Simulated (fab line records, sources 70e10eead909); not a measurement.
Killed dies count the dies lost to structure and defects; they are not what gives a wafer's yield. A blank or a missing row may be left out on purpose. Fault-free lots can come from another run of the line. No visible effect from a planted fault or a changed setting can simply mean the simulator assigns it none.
fab line records | flow nandHarc
record lots=6 | wafers=18 | lastDay=24
route steps=1159 shown P_GATE@163 END@1159
lots with no fault: from the same line, run without faults
startH: hours from the record's first day to the start of the lot's first wafer shown | waitH: hours since the lot's step before | " the same as in the row above | L1.1+2: a single row standing in for several wafers | - no value present, or no start provided | * or withheld: withheld | < > ~ a bound
route shown NAME@n: a module of which the file shows steps, and the number in the route of the first | usual: the fault-free wafers' mean and standard deviation | same: alike in all rows | chamber/n: place in a boat | sites: readings site by site | _std_site: the values' standard deviation | _edge_site: inner sites' mean taken away from outer sites' mean | radiusMm: how far each site lies from the wafer's centre | mask NAME#n: copy n | behind: the most recent tool/chamber to have shaped the wafer | hold: why the lot was held/for how many hours/how that ended | device: names the non-switching transistor (n, p or np) | end of line: tests of these same wafers at the route's end | a step without rows: its recipe alone | killed: dies lost to structure and defects at the first sort, not the wafer's yield | map: the dies of a wafer, with x for killed, . for not killed, _ for no die there
set.NAME: the setting that was run; set.NAME@STEP: the one run at that earlier step | model.NAME: the simulator's own value behind a step, which no gauge read
lots at some steps of the route; a table a step, a row a wafer
services: from which hour (startH, from the record's first day; less than 0 if before it) a tool's chamber was out of use, for how many hours, and why
## steps
# step NHARC_P_GATE_HMDS_39
# recipe timeS=30
# step NHARC_P_GATE_COAT_40
# recipe spinRpm=3000
# step NHARC_P_GATE_SOFTBAKE_41
# recipe tempC=122 | timeS=95
# step NHARC_P_GATE_EBR_42
# step NHARC_P_GATE_EXPOSE_43
# recipe na=0.6 | targetCdNm=720 | doseMj=14.81 | maskId=P_NSD
# step NHARC_P_GATE_PEB_44
# recipe pebTempC=118 | pebTimeS=85
# step NHARC_P_GATE_DEVELOP_45
# recipe timeS=70
# step NHARC_P_GATE_CD_MEAS_46
# recipe targetCdNm=720 | landingEnergyEv=500
# usual cdNm=719.5/1.9
lot.wafer | tool     | chamber | startH | waitH | cdNm
L962.1    | cdSem-02 | 0       | 115.70 | -     | 719.4
L962.3    | "        | 0       | "      | "     | 720.4
L962.6    | "        | 0       | "      | "     | 720.6
L965.1    | cdSem-02 | 0       | 133.24 | -     | 716.0
L965.4    | "        | 0       | "      | "     | 716.3
L965.5    | "        | 0       | "      | "     | 720.7
L968.2    | cdSem-03 | 0       | 155.43 | -     | 715.8
L968.4    | "        | 0       | "      | "     | 715.4
L968.6    | "        | 0       | "      | "     | 719.1
L977.2    | cdSem-03 | 0       | 205.12 | -     | 721.2
L977.3    | "        | 0       | "      | "     | 722.9
L977.5    | "        | 0       | "      | "     | 719.1
L978.2    | cdSem-01 | 0       | 209.71 | -     | 719.8
L978.5    | "        | 0       | "      | "     | 719.6
L978.6    | "        | 0       | "      | "     | 717.6
L981.2    | cdSem-03 | 0       | 223.91 | -     | 718.9
L981.4    | "        | 0       | "      | "     | 718.7
L981.5    | "        | 0       | "      | "     | 721.3
# step NHARC_P_GATE_HARDBAKE_47
# recipe tempC=125 | timeS=80
# step NHARC_P_GATE_DESCUM_48
# recipe timeS=3 | o2FlowSccm=200 | arFlowSccm=0 | biasPowerW=0 | chemistry=O2
# usual drypumpMotorCurrentA=5.9/0.39 | o2FlowSccm=199.9/0.67 | oesProductAu=0.995/0.013 | rfVppV=57.7/0.91 | showerheadPlenumPTorr=1.91/0.11 | throttleValvePct=11.312/0.0089
lot.wafer | tool       | chamber | startH | waitH | drypumpMotorCurrentA | o2FlowSccm | oesProductAu | rfHoursCounterH | rfVppV | showerheadPlenumPTorr | throttleValvePct
L962.3    | rieDiel-11 | 0       | 115.86 | -     | 5.8                  | 199.7      | 1.006        | 32              | 55.1   | 1.84                  | 11.304
L962.1    | "          | 1       | "      | "     | 5.6                  | 198.1      | 1.013        | 22              | 58.2   | 2.07                  | 11.317
L962.6    | "          | 1       | "      | "     | 5.7                  | 198.6      | 1.011        | -               | 58.2   | 2.07                  | 11.308
L965.4    | rieDiel-11 | 3       | 133.41 | -     | 6.6                  | 200.3      | 0.987        | 36              | 57.6   | 1.81                  | 11.312
L965.1    | "          | 2       | "      | "     | 6.1                  | 199.4      | 1.025        | 37              | 57.4   | 1.77                  | 11.301
L965.5    | "          | 0       | "      | "     | 5.7                  | 198.5      | 0.998        | -               | 58.4   | 1.84                  | 11.315
L968.4    | rieDiel-11 | 3       | 155.59 | -     | 6.6                  | 199.1      | 0.982        | 45              | 57.6   | 1.81                  | 11.303
L968.2    | "          | 0       | "      | "     | 5.8                  | 200.1      | 0.993        | 46              | 56.3   | 1.83                  | 11.314
L968.6    | "          | 0       | "      | "     | 5.7                  | 200.7      | 0.991        | -               | 58.0   | 1.83                  | 11.324
L977.2    | rieDiel-03 | 2       | 205.28 | -     | 5.5                  | 200.0      | 1.000        | 31              | 58.1   | 2.02                  | 11.313
L977.3    | "          | 1       | "      | "     | 6.0                  | 200.5      | 0.992        | 32              | 56.8   | 1.80                  | 11.315
L977.5    | "          | 2       | "      | "     | 5.6                  | 200.0      | 0.993        | -               | 57.4   | 2.02                  | 11.309
L978.2    | rieDiel-03 | 3       | 209.88 | -     | 6.7                  | 199.2      | 0.986        | 33              | 58.7   | 1.86                  | 11.315
L978.6    | "          | 2       | "      | "     | 5.5                  | 201.2      | 0.988        | -               | 58.6   | 2.02                  | 11.320
L978.5    | "          | 3       | "      | "     | 6.7                  | 199.4      | 0.982        | -               | 57.6   | 1.86                  | 11.324
L981.4    | rieDiel-12 | 1       | 224.07 | -     | 5.9                  | 199.9      | 1.001        | 5               | 58.0   | 2.08                  | 11.337
L981.2    | "          | 2       | "      | "     | 5.3                  | 199.8      | 0.991        | 6               | 58.2   | 1.82                  | 11.297
L981.5    | "          | 2       | "      | "     | 5.3                  | 200.0      | 0.988        | -               | 57.6   | 1.82                  | 11.312
# step NHARC_P_GATE_IMPLANT_49
# recipe energyKev=30 | doseCm2=3e+15 | tiltDeg=7
# step NHARC_P_GATE_STRIP_111
# recipe powerW=1500 | tempC=110 | timeS=250 | chemistry=N2/H2
# usual drypumpMotorCurrentA=6.2/0.33 | heaterPowerW=85/10
lot.wafer | tool           | chamber | startH | waitH | drypumpMotorCurrentA | heaterPowerW | rfHoursCounterH
L962.1    | plasmaAsher-02 | 0       | 116.24 | 0.2   | 5.7                  | 72           | 36
L962.3    | "              | 1       | "      | "     | 6.1                  | 83           | -
L962.6    | "              | 1       | "      | "     | 6.1                  | 82           | -
L965.1    | plasmaAsher-01 | 1       | 134.01 | 0.4   | 6.5                  | 88           | 7
L965.4    | "              | 1       | "      | "     | 6.5                  | 89           | -
L965.5    | "              | 1       | "      | "     | 6.5                  | 90           | -
L968.2    | plasmaAsher-02 | 1       | 156.00 | 0.2   | 6.1                  | 84           | 51
L968.4    | "              | 1       | "      | "     | 6.1                  | 82           | -
L968.6    | "              | 0       | "      | "     | 5.7                  | 72           | -
L977.2    | plasmaAsher-01 | 1       | 205.72 | 0.2   | 6.5                  | 89           | 34
L977.3    | "              | 1       | "      | "     | 6.5                  | 88           | -
L977.5    | "              | 0       | "      | "     | 6.5                  | 101          | -
L978.2    | plasmaAsher-02 | 0       | 210.30 | 0.2   | 5.7                  | 73           | 6
L978.5    | "              | 1       | "      | "     | 6.1                  | 79           | -
L978.6    | "              | 0       | "      | "     | 5.7                  | 75           | -
L981.2    | plasmaAsher-02 | 1       | 224.44 | 0.2   | 6.1                  | 78           | 11
L981.4    | "              | 0       | "      | "     | 5.7                  | 74           | -
L981.5    | "              | 1       | "      | "     | 6.1                  | 79           | -
# step NHARC_P_GATE_STRIP_75
# recipe powerW=1500 | tempC=250 | chemistry=O2
# usual drypumpMotorCurrentA=6.2/0.33 | heaterPowerW=317/39
lot.wafer | tool           | chamber | startH | waitH | drypumpMotorCurrentA | heaterPowerW | rfHoursCounterH
L962.1    | plasmaAsher-02 | 0       | 116.55 | 0.3   | 5.7                  | 265          | 36
L962.3    | "              | 1       | "      | "     | 6.1                  | 309          | -
L962.6    | "              | 1       | "      | "     | 6.1                  | 309          | -
L965.1    | plasmaAsher-01 | 1       | 134.28 | 0.2   | 6.4                  | 328          | 7
L965.4    | "              | 1       | "      | "     | 6.5                  | 327          | -
L965.5    | "              | 1       | "      | "     | 6.5                  | 332          | -
L968.2    | plasmaAsher-02 | 1       | 156.26 | 0.2   | 6.1                  | 309          | 52
L968.4    | "              | 1       | "      | "     | 6.2                  | 309          | -
L968.6    | "              | 0       | "      | "     | 5.7                  | 267          | -
L977.2    | plasmaAsher-01 | 1       | 205.99 | 0.2   | 6.5                  | 332          | 34
L977.3    | "              | 1       | "      | "     | 6.5                  | 331          | -
L977.5    | "              | 0       | "      | "     | 6.5                  | 377          | -
L978.2    | plasmaAsher-02 | 0       | 210.57 | 0.2   | 5.7                  | 275          | 6
L978.5    | "              | 1       | "      | "     | 6.1                  | 287          | -
L978.6    | "              | 0       | "      | "     | 5.7                  | 272          | -
L981.2    | plasmaAsher-02 | 1       | 224.73 | 0.2   | 6.1                  | 291          | 11
L981.4    | "              | 0       | "      | "     | 5.7                  | 272          | -
L981.5    | "              | 1       | "      | "     | 6.1                  | 280          | -
# step NHARC_P_GATE_STRIP_50
# recipe timeS=900 | tempC=130 | chemistry=SPM
# step NHARC_P_GATE_DEHYDRATE_51
# recipe tempC=150 | timeS=120
# step NHARC_P_GATE_HMDS_52
# recipe timeS=30
# step NHARC_P_GATE_COAT_53
# recipe spinRpm=3000
# step NHARC_P_GATE_SOFTBAKE_54
# recipe tempC=122 | timeS=95
# step NHARC_P_GATE_EBR_55
# step NHARC_P_GATE_EXPOSE_56
# recipe na=0.6 | targetCdNm=720 | doseMj=14.81 | maskId=P_PSD
# step NHARC_P_GATE_PEB_57
# recipe pebTempC=118 | pebTimeS=85
# step NHARC_P_GATE_DEVELOP_58
# recipe timeS=70
# step NHARC_P_GATE_CD_MEAS_59
# recipe targetCdNm=720 | landingEnergyEv=500
# usual cdNm=719.2/2.7
lot.wafer | tool     | chamber | startH | waitH | cdNm
L962.1    | cdSem-02 | 0       | 117.35 | -     | 721.5
L962.3    | "        | 0       | "      | "     | 720.7
L962.6    | "        | 0       | "      | "     | 720.5
L965.1    | cdSem-02 | 0       | 135.20 | -     | 715.2
L965.4    | "        | 0       | "      | "     | 716.3
L965.5    | "        | 0       | "      | "     | 714.2
L968.2    | cdSem-02 | 0       | 157.19 | -     | 720.2
L968.4    | "        | 0       | "      | "     | 718.4
L968.6    | "        | 0       | "      | "     | 717.8
L977.2    | cdSem-03 | 0       | 206.96 | -     | 720.2
L977.3    | "        | 0       | "      | "     | 719.5
L977.5    | "        | 0       | "      | "     | 717.9
L978.2    | cdSem-01 | 0       | 211.36 | -     | 714.8
L978.5    | "        | 0       | "      | "     | 716.6
L978.6    | "        | 0       | "      | "     | 716.9
L981.2    | cdSem-02 | 0       | 225.66 | -     | 719.7
L981.4    | "        | 0       | "      | "     | 721.0
L981.5    | "        | 0       | "      | "     | 720.1
# step NHARC_P_GATE_HARDBAKE_60
# recipe tempC=125 | timeS=80
# step NHARC_P_GATE_DESCUM_61
# recipe timeS=3 | o2FlowSccm=200 | arFlowSccm=0 | biasPowerW=0 | chemistry=O2
# step NHARC_P_GATE_IMPLANT_62
# recipe energyKev=20 | doseCm2=3e+15 | tiltDeg=7
# step NHARC_P_GATE_STRIP_112
# recipe powerW=1500 | tempC=110 | timeS=200 | chemistry=N2/H2
# usual drypumpMotorCurrentA=6.2/0.33 | heaterPowerW=85/10
lot.wafer | tool           | chamber | startH | waitH | drypumpMotorCurrentA | heaterPowerW | rfHoursCounterH
L962.1    | plasmaAsher-02 | 1       | 117.92 | 0.2   | 6.1                  | 82           | 37
L962.3    | "              | 0       | "      | "     | 5.7                  | 73           | -
L962.6    | "              | 0       | "      | "     | 5.7                  | 73           | -
L965.1    | plasmaAsher-02 | 0       | 135.89 | 0.3   | 5.7                  | 72           | 44
L965.4    | "              | 0       | "      | "     | 5.7                  | 74           | -
L965.5    | "              | 1       | "      | "     | 6.0                  | 83           | -
L968.2    | plasmaAsher-01 | 1       | 157.76 | 0.2   | 6.5                  | 87           | 14
L968.4    | "              | 1       | "      | "     | 6.5                  | 89           | -
L968.6    | "              | 1       | "      | "     | 6.5                  | 89           | -
L977.2    | plasmaAsher-01 | 1       | 207.50 | 0.2   | 6.5                  | 90           | 35
L977.3    | "              | 0       | "      | "     | 6.5                  | 100          | -
L977.5    | "              | 0       | "      | "     | 6.5                  | 100          | -
L978.2    | plasmaAsher-01 | 1       | 211.94 | 0.2   | 6.5                  | 90           | 37
L978.5    | "              | 0       | "      | "     | 6.5                  | 98           | -
L978.6    | "              | 1       | "      | "     | 6.4                  | 87           | -
L981.2    | plasmaAsher-02 | 0       | 226.23 | 0.2   | 5.7                  | 75           | 11
L981.4    | "              | 1       | "      | "     | 6.1                  | 77           | -
L981.5    | "              | 1       | "      | "     | 6.1                  | 78           | -
# step NHARC_P_GATE_STRIP_76
# recipe powerW=1500 | tempC=250 | chemistry=O2
# step NHARC_P_GATE_STRIP_63
# recipe timeS=900 | tempC=130 | chemistry=SPM
# step NHARC_P_GATE_DEHYDRATE_83
# recipe tempC=150 | timeS=120
# step NHARC_P_GATE_HMDS_84
# recipe timeS=30
# step NHARC_P_GATE_COAT_85
# recipe spinRpm=3000
# step NHARC_P_GATE_SOFTBAKE_86
# recipe tempC=122 | timeS=95
# step NHARC_P_GATE_EBR_87
# step NHARC_P_GATE_EXPOSE_88
# recipe na=0.6 | targetCdNm=2000 | doseMj=11.87 | maskId=P_HVN
# step NHARC_P_GATE_PEB_89
# recipe pebTempC=118 | pebTimeS=85
# step NHARC_P_GATE_DEVELOP_90
# recipe timeS=70
# step NHARC_P_GATE_CD_MEAS_91
# recipe targetCdNm=2000 | landingEnergyEv=500
# usual cdNm=2000.3/2.3
lot.wafer | tool     | chamber | startH | waitH | cdNm
L962.1    | cdSem-02 | 0       | 119.08 | -     | 1996.6
L962.3    | "        | 0       | "      | "     | 1999.8
L962.6    | "        | 0       | "      | "     | 2000.5
L965.1    | cdSem-02 | 0       | 137.12 | -     | 2000.0
L965.4    | "        | 0       | "      | "     | 2003.5
L965.5    | "        | 0       | "      | "     | 1998.3
L968.2    | cdSem-01 | 0       | 158.95 | -     | 2003.5
L968.4    | "        | 0       | "      | "     | 1998.2
L968.6    | "        | 0       | "      | "     | 2002.3
L977.2    | cdSem-01 | 0       | 208.58 | -     | 2001.3
L977.3    | "        | 0       | "      | "     | 1998.5
L977.5    | "        | 0       | "      | "     | 1997.8
L978.2    | cdSem-03 | 0       | 213.08 | -     | 1997.8
L978.5    | "        | 0       | "      | "     | 2003.1
L978.6    | "        | 0       | "      | "     | 1998.7
L981.2    | cdSem-03 | 0       | 227.24 | -     | 1998.2
L981.4    | "        | 0       | "      | "     | 1999.9
L981.5    | "        | 0       | "      | "     | 1999.1
# step NHARC_P_GATE_HARDBAKE_92
# recipe tempC=125 | timeS=80
# step NHARC_P_GATE_DESCUM_93
# recipe timeS=3 | o2FlowSccm=200 | arFlowSccm=0 | biasPowerW=0 | chemistry=O2
# usual drypumpMotorCurrentA=6.0/0.4 | o2FlowSccm=200.0/0.58 | oesProductAu=0.993/0.011 | rfVppV=57.7/0.89 | showerheadPlenumPTorr=1.90/0.098 | throttleValvePct=11.311/0.0093
lot.wafer | tool       | chamber | startH | waitH | drypumpMotorCurrentA | o2FlowSccm | oesProductAu | rfHoursCounterH | rfVppV | showerheadPlenumPTorr | throttleValvePct
L962.1    | rieDiel-03 | 2       | 119.24 | -     | 5.6                  | 200.4      | 0.983        | 11              | 58.2   | 2.03                  | 11.324
L962.3    | "          | 3       | "      | "     | 6.7                  | 200.4      | 0.976        | 14              | 58.4   | 1.87                  | 11.318
L962.6    | "          | 2       | "      | "     | 5.5                  | 200.0      | 0.991        | -               | 59.3   | 2.03                  | 11.308
L965.1    | rieDiel-03 | 0       | 137.29 | -     | 5.9                  | 199.3      | 0.990        | 18              | 58.0   | 1.91                  | 11.295
L965.4    | "          | 1       | "      | "     | 6.0                  | 199.0      | 0.991        | 17              | 57.3   | 1.80                  | 11.312
L965.5    | "          | 0       | "      | "     | 5.9                  | 200.8      | 0.996        | -               | 59.6   | 1.91                  | 11.301
L968.2    | rieDiel-03 | 0       | 159.13 | -     | 5.9                  | 199.9      | 0.997        | 24              | 58.3   | 1.91                  | 11.298
L968.4    | "          | 1       | "      | "     | 6.0                  | 200.4      | 0.989        | 22              | 58.9   | 1.80                  | 11.301
L968.6    | "          | 3       | "      | "     | 6.7                  | 200.3      | 0.976        | -               | 58.2   | 1.87                  | 11.309
L977.2    | rieDiel-11 | 2       | 208.73 | -     | 6.1                  | 200.0      | 0.981        | 5               | 57.4   | 2.07                  | 11.296
L977.3    | "          | 0       | "      | "     | 5.8                  | 200.0      | 0.996        | 6               | 58.0   | 1.83                  | 11.303
L977.5    | "          | 3       | "      | "     | 6.6                  | 200.4      | 0.987        | -               | 58.2   | 1.80                  | 11.313
L978.2    | rieDiel-12 | 0       | 213.26 | -     | 6.1                  | 200.2      | 0.981        | 0               | 59.5   | 2.00                  | 11.308
L978.5    | "          | 2       | "      | "     | 5.4                  | 200.4      | 0.994        | -               | 56.7   | 1.82                  | 11.320
L978.6    | "          | 3       | "      | "     | 5.5                  | 199.3      | 1.003        | -               | 58.8   | 1.99                  | 11.322
L981.4    | rieDiel-03 | 2       | 227.40 | -     | 5.6                  | 200.1      | 1.003        | 0               | 57.9   | 2.02                  | 11.312
L981.2    | "          | 1       | "      | "     | 6.0                  | 199.8      | 0.994        | 0               | 57.0   | 1.79                  | 11.306
L981.5    | "          | 3       | "      | "     | 6.7                  | 200.2      | 0.987        | -               | 57.4   | 1.86                  | 11.293
# step NHARC_P_GATE_IMPLANT_94
# recipe energyKev=60 | doseCm2=2e+15 | tiltDeg=7
# step NHARC_P_GATE_STRIP_113
# recipe powerW=1500 | tempC=110 | timeS=740 | chemistry=N2/H2
# usual drypumpMotorCurrentA=6.1/0.33 | heaterPowerW=82/10
lot.wafer | tool           | chamber | startH | waitH | drypumpMotorCurrentA | heaterPowerW | rfHoursCounterH
L962.1    | plasmaAsher-02 | 1       | 119.61 | 0.2   | 6.1                  | 82           | 37
L962.3    | "              | 1       | "      | "     | 6.1                  | 83           | -
L962.6    | "              | 0       | "      | "     | 5.7                  | 72           | -
L965.1    | plasmaAsher-01 | 0       | 137.66 | 0.2   | 6.5                  | 100          | 8
L965.4    | "              | 1       | "      | "     | 6.5                  | 88           | -
L965.5    | "              | 1       | "      | "     | 6.5                  | 88           | -
L968.2    | plasmaAsher-01 | 0       | 159.59 | 0.3   | 6.5                  | 105          | 16
L968.4    | "              | 1       | "      | "     | 6.5                  | 88           | -
L968.6    | "              | 0       | "      | "     | 6.5                  | 102          | -
L977.2    | plasmaAsher-02 | 0       | 209.11 | 0.2   | 5.7                  | 73           | 5
L977.3    | "              | 1       | "      | "     | 6.1                  | 75           | -
L977.5    | "              | 1       | "      | "     | 6.1                  | 77           | -
L978.2    | plasmaAsher-01 | 0       | 213.61 | 0.2   | 6.5                  | 99           | 38
L978.6    | "              | 0       | "      | "     | 6.4                  | 99           | -
L978.5    | "              | 1       | "      | "     | 6.5                  | 89           | -
L981.2    | plasmaAsher-02 | 1       | 227.77 | 0.2   | 6.1                  | 78           | 12
L981.4    | "              | 0       | "      | "     | 5.7                  | 73           | -
L981.5    | "              | 1       | "      | "     | 6.1                  | 78           | -
# step NHARC_P_GATE_INSPECT_68
# usual rawDefectCount=198/72
lot.wafer | tool             | chamber | startH | waitH | rawDefectCount
L962.1    | defectInspect-02 | -       | 122.17 | 0.2   | 174
L962.3    | "                | -       | "      | "     | 163
L962.6    | "                | -       | "      | "     | 104
L965.1    | defectInspect-01 | -       | 140.23 | 0.2   | 190
L965.4    | "                | -       | "      | "     | 188
L965.5    | "                | -       | "      | "     | 238
L968.2    | defectInspect-02 | -       | 162.19 | 0.1   | 351
L968.4    | "                | -       | "      | "     | 392
L968.6    | "                | -       | "      | "     | 287
L977.2    | defectInspect-01 | -       | 211.82 | 0.1   | 147
L977.3    | "                | -       | "      | "     | 263
L977.5    | "                | -       | "      | "     | 168
L978.2    | defectInspect-01 | -       | 216.17 | 0.1   | 189
L978.5    | "                | -       | "      | "     | 578
L978.6    | "                | -       | "      | "     | 194
L981.2    | defectInspect-01 | -       | 230.37 | 0.1   | 698
L981.4    | "                | -       | "      | "     | 257
L981.5    | "                | -       | "      | "     | 628
# step NHARC_END_SORT_01
# recipe tempC=25
# usual killedAtArray=25/10 | killedAtOther=0.6/0.91 | killedAtPeriphery=3.6/2.9 | killedDies=29/10 | killedOpen=3.3/2 | killedShort=1.9/1.5
# same grossDies=677
lot.wafer | tool      | chamber | startH | waitH | killedAtArray | killedAtOther | killedAtPeriphery | killedDies | killedOpen | killedShort
L978.5    | prober-02 | 0       | 551.63 | 3.8   | 32            | 0             | 31                | 63         | 1          | 4
L981.2    | prober-01 | 0       | 574.01 | 2.8   | 19            | 0             | 35                | 54         | 2          | 2
L981.5    | prober-01 | 0       | 576.41 | 3.7   | 16            | 1             | 34                | 51         | 5          | 0
# killed by level:class
L978.5 P_GATE:unspecified=29 A_SLIT:chamberFilmFlake=13 A_STAIRCASE:chamberFilmFlake=6 A_CHANNEL_HOLE_D1:chamberFilmFlake=6 A_CONTACT:chamberFilmFlake=2 P_CONTACT:geometricParticle:open=1 A_ONON_D1:geometricParticle:short=1 A_CHANNEL_FILL_D1:geometricParticle:short=1
L981.2 P_GATE:unspecified=25 A_CHANNEL_HOLE_D1:chamberFilmFlake=9 P_GATE:chamberFilmFlake=7 A_WL_FILL:chamberFilmFlake=3 A_CONTACT:chamberFilmFlake=3 A_CONTACT:geometricParticle:open=2 P_M0:chamberFilmFlake=2 P_M0:geometricParticle:short=1
L981.5 P_GATE:unspecified=31 A_CHANNEL_HOLE_D1:chamberFilmFlake=8 P_GATE:chamberFilmFlake=3 A_CONTACT:chamberFilmFlake=3 A_BLC:geometricParticle:open=2 A_M0:geometricParticle:open=1 A_M1:geometricParticle:open=1 STARTING-WAFER:geometricParticle:open=1
# map L978.5 (x killed, . not)
____________.____________
_________......._________
_______...x.....xx_______
______..........xxx______
_____...........xxxx_____
____.......x....xxxxx____
____........x..x..xxx____
___......x......x.xxxx___
___...............xxxx___
__...........x...x.xxx.__
__.....................__
_......................._
_.x....x................_
_......................._
_x......................_
_x..............x......._
.xx......................
xx.......................
xx.......................
x.x......................
xxx......................
_......................._
_......................._
_..........x............_
_.........x.x..........._
_......................._
__.....................__
__.....................__
___.............x.....___
___........x..........___
____.................____
____.................____
_____..............._____
______........x.x..______
_______.........xx_______
_________....x.x_________
____________.____________
# map L981.2 (x killed, . not)
____________.____________
_________......._________
_______..........x_______
______...........xx______
_____...........xxxx_____
____....x.........xxx____
____.............xxxx____
___.......x.......xxxx___
___...............xxxx___
__....................x__
__.........x.........xx__
_........x.............._
_......................._
_......................._
_...x..................._
_.x....................._
x........x.x.............
x........................
..x.x............x.......
.xx.............x........
.xx......................
_.....................x._
_.x....................._
_.....x................._
_..................x...._
_......................._
__......x..............__
__.x...........x.......__
___............x......___
___...................___
____.............x...____
____.................____
_____..............._____
______x............______
_______x.........._______
_________......._________
____________.____________
## services
tool           | chamber | startH | hours | kind
rieDiel-03     | 0       | 96.32  | -     | clean
rieDiel-03     | 1       | 96.32  | -     | clean
rieDiel-03     | 2       | 96.32  | -     | clean
rieDiel-03     | 3       | 96.32  | -     | clean
plasmaAsher-01 | -       | 99.00  | 9.0   | pm
plasmaAsher-01 | 0       | 99.00  | 9.0   | ventCycle
plasmaAsher-01 | 1       | 99.00  | 9.0   | ventCycle
rieDiel-11     | 1       | 104.11 | 4.5   | repair
plasmaAsher-01 | 0       | 108.00 | -     | clean
plasmaAsher-01 | 1       | 108.00 | -     | clean
rieDiel-03     | 0       | 120.82 | -     | clean
rieDiel-03     | 1       | 120.82 | -     | clean
rieDiel-03     | 2       | 120.82 | -     | clean
rieDiel-03     | 3       | 120.82 | -     | clean
plasmaAsher-01 | -       | 123.99 | 6.7   | repair
rieDiel-03     | 3       | 148.73 | 7.9   | repair
rieDiel-11     | -       | 155.07 | 0.5   | repair
plasmaAsher-02 | -       | 183.02 | 9.0   | pm
plasmaAsher-02 | 0       | 183.02 | 11.9  | ventCycle
plasmaAsher-02 | 1       | 183.02 | 11.9  | ventCycle
plasmaAsher-01 | -       | 187.74 | 3.9   | repair
rieDiel-11     | -       | 189.52 | 9.0   | pm
rieDiel-12     | -       | 202.53 | 9.0   | pm
rieDiel-03     | -       | 215.30 | 9.0   | pm
## key
firstSign step=NHARC_P_GATE_INSPECT_68 | reading=rawDefectCount | direction=up | sigmas=6.1 | usual=198 | struck=635
effect step=NHARC_END_SORT_01 | reading=killedAtPeriphery | direction=up | sigmas=10 | usual=3.6 | struck=33.3
moreKillsBornAt NHARC_P_GATE_STRIP_75@plasmaAsher-02=85
metAt NHARC_P_GATE_STRIP_75
struckWafers L978.5,L981.2,L981.5
testerLeftOut L978,L981
onsetBetween 156.26 210.57
fault kind=chamberParticleSource | tool=plasmaAsher-02 | chamber=1 | onsetH=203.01 | steps=NHARC_P_GATE_STRIP_75 | ratePerVisitCm2=0.74449 | endH=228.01
# testerLeftOut: of these lots the tester's yield and bins aren't shown, on N5 and GAA mostly nor the transistor test; their killed dies are dies lost to structure and defects alone, not to doping, threshold or leakage, so they don't give the yield
